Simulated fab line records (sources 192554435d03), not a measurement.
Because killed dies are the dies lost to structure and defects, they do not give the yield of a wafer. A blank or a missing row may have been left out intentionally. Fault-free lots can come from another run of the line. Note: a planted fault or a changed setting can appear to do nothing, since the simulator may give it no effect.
fab line records ; flow n5Finfet
record lots=4; wafers=12; lastDay=19
route steps=1938 shown BEOL_M13@1696 BEOL_M14@1716 PASSIVATION@1936
lots that met no fault: taken from a fault-free run of the same line
startH: the number of hours between the record's first day and the start of the first shown wafer of the lot ; waitH: hours since the lot's step before ; " as in the row above ; L1.1+2: a row that stands for several wafers ; - no value present, or no start provided ; * or withheld: withheld ; < > ~ a bound
route shown NAME@n: NAME is a module with steps in the file, n the number in the route of the first one ; usual: average and standard deviation across the fault-free wafers ; same: alike in all rows ; chamber/n: place in a boat ; sites: readings site by site ; _std_site: how widely they spread, as a standard deviation ; _edge_site: outer sites' mean less inner sites' ; radiusMm: for every site, how far away it sits from the centre of the wafer ; mask NAME#n: copy n ; behind: tool/chamber where the wafer was last shaped ; hold: what put the lot on hold/how long, in hours/how the hold closed ; device: names the non-switching transistor (n, p or np) ; end of line: tests run on the same wafers once the route is complete ; a step without rows: its recipe alone ; killed: dies lost to structure and defects at the first sort, not the wafer's yield ; map: a wafer's dies, x killed, . not, _ none there
set.NAME: the run value of the setting; set.NAME@STEP: its run value at that earlier step ; model.NAME: the simulator's own value behind a step, which no gauge read
certain route steps with their lots: each step a table, each wafer a row
services: the hour from which a tool's chamber was out of use, counted from the record's first day as startH (under 0 if before that day), plus the number of hours and why
## steps
# step N5_BEOL_M13_TRENCH_ETCH_34
# recipe chemistry=C4F8/O2/Ar; target=SiOC; targetDepthA=4134.7; maskMaterial=SOC; pressureMtorr=30; sourceW=3000; biasW=700; Ar_flow_sccm=400; C4F8_flow_sccm=15; O2_flow_sccm=8; heInnerTorr=15; heOuterTorr=30; timeS=162.6; ionEnergyEv=250
# step N5_BEOL_M13_STRIP_70
# recipe chemistry=C4F8/O2/Ar; resist=SiARC; rfFrequencyHz=6e+07
# step N5_BEOL_M13_STRIP_37
# recipe chemistry=N2/H2; powerW=1000; tempC=250; h2Frac=0.65; overashFraction=0.3; pressureMtorr=withheld; n2FlowSccm=1750; h2FlowSccm=3250
# step N5_BEOL_M13_ETCH_38
# recipe chemistry=CF4/N2; target=SiCN; targetDepthA=675; taperDeg=2; timeS=71.9; ionEnergyEv=150; maskMaterial=SiO2; pressureMtorr=40; sourceW=430; biasW=70; Ar_flow_sccm=100; cf4FlowSccm=60; n2FlowSccm=60
# step N5_BEOL_M13_PRECLEAN_39
# recipe chemistry=residueRemover; timeS=60; tempC=40
# step N5_BEOL_M13_SRD_40
# recipe timeS=30; tempC=23; rinseLiquid=diw; dry=n2Spin; spinRpm=1500; dryTimeS=30
# step N5_BEOL_M13_DEGAS_41
# recipe ambient=vacuum; tempC=250; timeS=60
# step N5_BEOL_M13_PRE_CLEAN_42
# recipe gas=H2/He; timeS=30; tempC=250
# step N5_BEOL_M13_SPUTTER_43
# recipe material=TaN; targetThkA=150; tempC=50; biasV=168.6; powerW=15000; chamberPressurePa=0.12; timeS=24.19
# step N5_BEOL_M13_SPUTTER_44
# recipe material=Ta; targetThkA=100; tempC=50; biasV=80; powerW=15000; chamberPressurePa=0.07; timeS=16.13
# step N5_BEOL_M13_SPUTTER_45
# recipe material=Cu; targetThkA=800; tempC=-20; biasV=60; powerW=26000; chamberPressurePa=0.13; timeS=13.33
# step N5_BEOL_M13_ECD_47
# recipe material=Cu; targetThkA=9360
lot.wafer;tool;chamber;startH;waitH
L268.2+5+6;ecdCu-02;0,1,0;304.63;0.1
L276.2+4+6;ecdCu-02;0;354.45;0.1
L278.1+2+4;ecdCu-02;1,0,1;366.28;0.1
L287.2+4+5;ecdCu-01;0;423.26;0.1
# step N5_BEOL_M13_ANNEAL_48
# recipe tempC=225; timeS=90; ambient=N2
# step N5_BEOL_M13_CMP_49
# recipe stopOn=SiOC; tOverpolishS=17.1; downForcePsi=1; platenRpm=50; clearingPlatenDownForcePsi=1.5; clearingPlatenRpm=50; postCmpClean=cuAlkaline; targetThkNm=420; clearingPlatenPadVelocityMS=0.99484; padVelocityMS=0.99484
# step N5_BEOL_M13_PRE_CLEAN_52
# recipe gas=NH3; timeS=15; tempC=withheld; rfPowerW=300
# step N5_BEOL_M13_DEP_53
# recipe material=SiCN; targetThkA=500; tempC=withheld; precursor=3MS/NH3; pressureTorr=3; rfW=675; timeS=17.8
# step N5_BEOL_M14_ILD_DEP_00
# recipe material=SiO2; targetThkA=11193; tempC=400; precursor=TEOS/O2; pressureTorr=6.5; rfW=900; teosFlowSccm=161.4; gas=O2; flowSccm=2650; timeS=237.4
# step N5_BEOL_M14_COAT_58
# recipe resist=BARC; tempC=205; timeS=60; spinRpm=1500; resistThkNm=89
# step N5_BEOL_M14_COAT_04
# recipe spinRpm=1704; resistThkNm=800
# step N5_BEOL_M14_EBR_06
# recipe solvent=PGMEA; ebrWidthMm=1.5
# step N5_BEOL_M14_SOFTBAKE_05
# recipe tempC=130; timeS=60
# step N5_BEOL_M14_EXPOSE_07
# recipe maskId=V13; na=0.8; sourceShape=annular; sigmaInner=0.5; sigmaOuter=0.8; polarization=unpolarized; attpsmPhaseDeg=180; doseMj=57
# step N5_BEOL_M14_PEB_08
# recipe pebTempC=130; pebTimeS=90
# step N5_BEOL_M14_DEVELOP_09
# recipe developTimeS=45; rinseLiquid=diw; dry=airSpin; devTempC=21
# step N5_BEOL_M14_HARDBAKE_14
# recipe tempC=130; timeS=120
# step N5_BEOL_M14_DESCUM_15
# recipe chemistry=O2; timeS=7.9; sourcePowerW=50; biasPowerW=20; pressureMtorr=20; rfFrequencyHz=2.712e+07; tempC=40; o2FlowSccm=225
# step N5_BEOL_M14_ETCH_59
# recipe chemistry=N2/H2; target=BARC; targetDepthA=890; overetchA=267; timeS=67.9; ionEnergyEv=200; pressureMtorr=30; sourceW=840; biasW=150; n2FlowSccm=200; h2FlowSccm=200
# step N5_BEOL_M14_VIA_ETCH_16
# recipe chemistry=C4F8/O2/Ar; target=SiO2; heInnerTorr=15; heOuterTorr=30; targetDepthA=12313; timeS=withheld; ionEnergyEv=800; pressureMtorr=20; sourceW=1905; biasW=2040; Ar_flow_sccm=400; C4F8_flow_sccm=16; O2_flow_sccm=12; ends=cleared
# step N5_BEOL_M14_STRIP_63
# recipe chemistry=O2; powerW=600; tempC=60; pressureMtorr=30; rfFrequencyHz=6e+07; biasPowerW=0; overashFraction=0.3; o2FlowSccm=225
# step N5_BEOL_M14_STRIP_64
# recipe chemistry=O2; powerW=600; tempC=60; pressureMtorr=30; rfFrequencyHz=6e+07; biasPowerW=0; overashFraction=0.3; o2FlowSccm=225
# step N5_BEOL_M14_STRIP_71
# recipe chemistry=postEtchResidueRemover; timeS=60; tempC=25; removerPh=withheld; removerWaterWtPct=withheld; removerFluorideWtPct=withheld
# step N5_BEOL_M14_SRD_72
# recipe timeS=30; tempC=23; rinseLiquid=diw; dry=n2Spin; spinRpm=1500; dryTimeS=30
# step N5_BEOL_M14_COAT_65
# recipe resist=SOC; tempC=250; timeS=60; spinRpm=1500; resistThkNm=450
# step N5_PASSIVATION_PROBE_49
# usual defectLimitedYield=91.6/1.4; killed_at_M0_to_M3=33/10; killed_at_M4_up=13/5.3; killedAtContacts=13/5.9; killedAtFrontEnd=36/12; killedAtOther=4/3.1; killedDies=99/16; killedOnRim=13/4.2; killedOpen=65/13; killedShort=32/7.3; sort_bin_5_function=4.9/0.9; sort_bin_6_memory=3.1/0.66; sortNPass=1081/17; sortYieldPct=91.6/1.4
# same grossDies=1180; killedAtBackSide=0; sort_bin_4_leakage[%]=0; sort_bin_8_speed[%]=0
lot.wafer;tool;chamber;startH;waitH;defectLimitedYield[%];killed_at_M0_to_M3;killed_at_M4_up;killedAtContacts;killedAtFrontEnd;killedAtOther;killedDies;killedOnRim;killedOpen;killedShort;sort_bin_5_function[%];sort_bin_6_memory[%];sortNPass;sortYieldPct[%]
L276.2;prober-02;-;385.25;0.1;71.4;24;285;2;26;1;338;47;40;19;18.1;9.2;842;71.4
L276.4;prober-02;-;385.35;0.2;70.7;25;290;5;21;5;346;51;41;22;17.9;10.1;834;70.7
L276.6;prober-02;-;385.45;0.3;70.4;17;277;9;39;7;349;37;45;29;19.3;9.0;831;70.4
L278.2;prober-01;-;397.97;0.1;68.7;13;305;16;34;1;369;36;53;23;18.6;10.7;811;68.7
# killed by level:class
L276.2 BEOL_M13:unspecified=278 FIN_SAQP:geometricParticle:short=7 BEOL_M0_SAQP:geometricParticle:short=6 BEOL_M0_SAQP:geometricParticle:open=5 FIN_SAQP:geometricParticle:open=4 STI_FIN_REVEAL:geometricParticle:open=4 DUMMY_GATE:geometricParticle:open=4 BEOL_M2:geometricParticle:open=4
L276.4 BEOL_M13:unspecified=280 BEOL_M4:geometricParticle:open=9 FIN_SAQP:geometricParticle:short=7 FIN_SAQP:geometricParticle:open=5 BEOL_M2:geometricParticle:open=5 BEOL_M3:geometricParticle:open=5 BEOL_M0_SAQP:geometricParticle:open=4 MOL_CONTACT_COAG:geometricParticle:open=3
L276.6 BEOL_M13:unspecified=273 FIN_SAQP:geometricParticle:open=7 STI_FIN_REVEAL:geometricParticle:open=7 FIN_SAQP:geometricParticle:short=5 GATE_CUT:geometricParticle:open=5 GATE_CUT:geometricParticle:short=5 MOL_CONTACT_COAG:geometricParticle:open=5 BEOL_M0_SAQP:geometricParticle:short=5
L278.2 BEOL_M13:unspecified=293 MOL_CONTACT_COAG:geometricParticle:open=13 DUMMY_GATE:geometricParticle:open=7 BEOL_M1:geometricParticle:open=7 STI_FIN_REVEAL:geometricParticle:open=6 GATE_CUT:geometricParticle:short=6 BEOL_M5:geometricParticle:open=5 FIN_SAQP:geometricParticle:open=3
# map L276.6 (x killed, . not)
_________________...x.x......________________
______________..x..............._____________
___________..xx...xxx...x.....x.x..__________
__________xxx.x......xx.......x....._________
________.x...x......x...x...x....x..x._______
_______x..x.xxx...x..xx..x.x.x......x..______
______..x....xx........xxx...x.....x...._____
_____.x.x..x.......x......x...xx.x.x.xx..____
____x.x......x..x..xx...x.xx.x.x.x..x.x.x.___
___.....x...x.xx..xx.x....xx.x..xxxx.x.x...__
___x...x.xx..xx..xxx....x.x.....x.x..x....x__
__x.x....x....xx.x.....x.x..xx......x..xx..._
__x..x..x.x..x........xx....x.x.x..x.xx....._
_....x..x.x......x....x....x.......xxx.xx....
_.x.xx....x......x..x.x..xx.......xx.x....x..
_....x.x..xx....xx...........x.xx...x.......x
_...x..x..xxx..x......x........xxxx.xxxx....x
_.....x.xx.x.x.xxx..x.....xx........x.x....x.
_x...x.x....xx....x.x.....x...xx....x.......x
_x.xx.xxx....xx....xx..x.....x.xx.....x.x...x
_..x........x..x..x...x.x....x...x..x........
__x.xx.x........xx.x.xx.....x.x.x..xxx..x..._
__xx...x..x.........x.....xx..xx..xx.xxx...._
___.x..x..x..x....x..x....x...xx.......x...__
___.....xxx..........x...xx..x..x.x.x......__
____.x...xxx.x.x.xxx....x..............x..___
_____....x...x.x.....x.x..x....x.x.x..xx.____
______..x...xx...x....xx.x...x.xx..x.x.._____
_______.x....xxx....xx..xx.x.x.x.xx..x.______
________.x.......x..x......x.x..x.x.x._______
__________.....................x...._________
___________...x..x..x...x..x.......__________
______________...x.x...x..x....._____________
_________________...xx.......________________
# map L278.2 (x killed, . not)
_________________.x.x...x..x.________________
______________x.x.x...x........._____________
___________..x..........xx.........__________
__________xx.x...xx...x......xxx...x_________
________..x.x.....xx.....xxx.....x...._______
_______.xx..x.x..xx....x..xx..xx.xx.x..______
______....x...x...x..xx.xxx.x..........x_____
_____...x..x.....xx....xxx.x.xxxx.x.x...x____
____..xx...xxxxx.xx..xx....x.x..x.x..xx..x___
___.x..x.xx.........x.....x.xx..x..xx...x.x__
___.....x.x..x...x..xx..xx..x.xx...xx......__
__.xx.x.xxx........x.....x...xx...xxxxxxx..._
__......x.xxx....x..x.x....xx.x.......xx...x_
_..xx.x.x.xx..x.xxx.x.x.....xx.......x.xx.xx.
_..xx.xxx...x.xx....x.....x.x.x.............x
_.....xxx.x..x.x....x.x.......x.x....x..x....
_.xxx......x....x.xx..x..xx.x...x...x..x.....
_......xx......x.......x.x.x.............x...
_x....x...........x.xx...x.......x...x...x...
_x.x..xxxx...x..x.xxx.x.x.xx..x..x....x.xx...
_.x...x.xx......x....x......x...x...x....x..x
__.x....xx..x.xx...x.x.xx..x.x....x...x..xx._
__....x......x......xx....xx.xx...x..x.x...._
___..x....x.x..x.....x.x.x.x..xx......x.x..__
___..x..xxxx.x.x....x.x.x.x......x.........__
____x...xxx..........xx..xx.xxx....x.xx...___
_____..x..xx.xx...x..x.x...xx........x...____
______....x.xx..x........x......xx...x.._____
_______x..x........x.......xx.xx.......______
________..x..........xx.x.x...xxxx...._______
__________.x.....x.x.x.xx.x......xx._________
___________x.x.x..x......x.xx......__________
______________...x..x....x......_____________
_________________.xx.x.......________________
## services
tool;chamber;startH;hours;kind
ecdCu-02;-;292.19;3.8;repair
ecdCu-01;-;403.67;2.8;repair
## key
firstSign step=N5_PASSIVATION_PROBE_49; reading=killed_at_M4_up; direction=up; sigmas=53; usual=13; struck=289
effect step=N5_PASSIVATION_PROBE_49; reading=killedDies; direction=up; sigmas=15; usual=99; struck=350
moreKillsBornAt N5_BEOL_M13_ECD_47@ecdCu-02=1124
metAt N5_BEOL_M13_ECD_47
struckWafers L276.2,L276.4,L276.6,L278.2
onsetBetween 304.63 354.45
fault kind=chamberParticleSource; tool=ecdCu-02; chamber=0; onsetH=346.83; steps=N5_BEOL_M13_ECD_47; ratePerVisitCm2=0.5254; endH=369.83
